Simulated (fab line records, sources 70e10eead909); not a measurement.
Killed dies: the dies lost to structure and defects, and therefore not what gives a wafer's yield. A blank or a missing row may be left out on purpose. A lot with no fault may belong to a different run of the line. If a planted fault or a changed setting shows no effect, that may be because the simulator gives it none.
Matching of chambers | flow nand-harc | 3 sister chambers for NHARC_A_CONTACT_ETCH_88 on rie-diel-07
The step etches the open film in CF4, target depth 39 nm, time 65 s. 15 wafers are shown with their chamber, then 6 later ones without.

EACH WAFER AND ITS CHAMBER
wafer  | chamber | drypump-motor-current-A (A) | oes-product-au (a.u.) | rf-vpp-V (V)
L392.2 | 2       | 5.4                         | 1.006                 | 151.9
L392.5 | 0       | 5.1                         | 1.005                 | 152.3
L392.6 | 2       | 5.4                         | 0.999                 | 152.4
L391.3 | 0       | 5.1                         | 1.012                 | 151.8
L391.4 | 1       | 5.5                         | 1.006                 | 152.5
L391.5 | 1       | 5.5                         | 1.003                 | 153.3
L393.2 | 1       | 5.5                         | 0.999                 | 153.6
L393.4 | 0       | 5.1                         | 1.004                 | 152.8
L393.6 | 1       | 5.5                         | 1.010                 | 151.9
L397.2 | 1       | 5.5                         | 1.015                 | 151.1
L397.3 | 2       | 5.4                         | 0.984                 | 151.2
L397.4 | 0       | 5.1                         | 1.014                 | 153.4
L400.2 | 1       | 5.5                         | 1.007                 | 152.4
L400.5 | 1       | 5.5                         | 1.003                 | 152.0
L400.6 | 0       | 5.0                         | 1.015                 | 151.3

SIGNATURES, as means of the wafers listed above
reading                 | chamber 0 | chamber 1 | chamber 2 | scatter within a chamber
drypump-motor-current-A | 5.080     | 5.500     | 5.400     | 0.0258
oes-product-au          | 1.01000   | 1.00614   | 0.99633   | 0.00661
rf-vpp-V                | 152.320   | 152.400   | 151.833   | 0.806
Rule: a wafer lies at a distance from a chamber equal to the root of the sum of squares, over the readings, of (its reading less the chamber's mean, divided by the reading's scatter). If the next closest chamber is less than 2 further off than the closest, the wafer can't be placed; otherwise it belongs to the closest. The scatter: the root of (the sum of the squares of (reading less its chamber's mean) over the shown wafers, divided by (wafers less chambers)).

WAFERS MISSING THEIR CHAMBER
wafer  | drypump-motor-current-A (A) | oes-product-au (a.u.) | rf-vpp-V (V)
L399.1 | 5.5                         | 1.014                 | 152.6
L399.3 | 5.1                         | 1.018                 | 150.1
L399.6 | 5.5                         | 1.009                 | 152.2
L403.3 | 5.5                         | 0.995                 | 150.7
L403.6 | 5.4                         | 0.991                 | 152.5
L408.3 | 5.1                         | 1.011                 | 152.5

EACH ONE'S CHAMBER
wafer  | from the rows above     | in truth
L399.1 | 1                       | 1
L399.3 | 0                       | 0
L399.6 | 1                       | 1
L403.3 | can't be placed: 1 or 2 | 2
L403.6 | 2                       | 2
L408.3 | 0                       | 0
Correctly placed: 5 of 6. Unplaceable from these rows: 1, with the true chamber sitting among the candidates in 1. Number placed wrongly: 0.
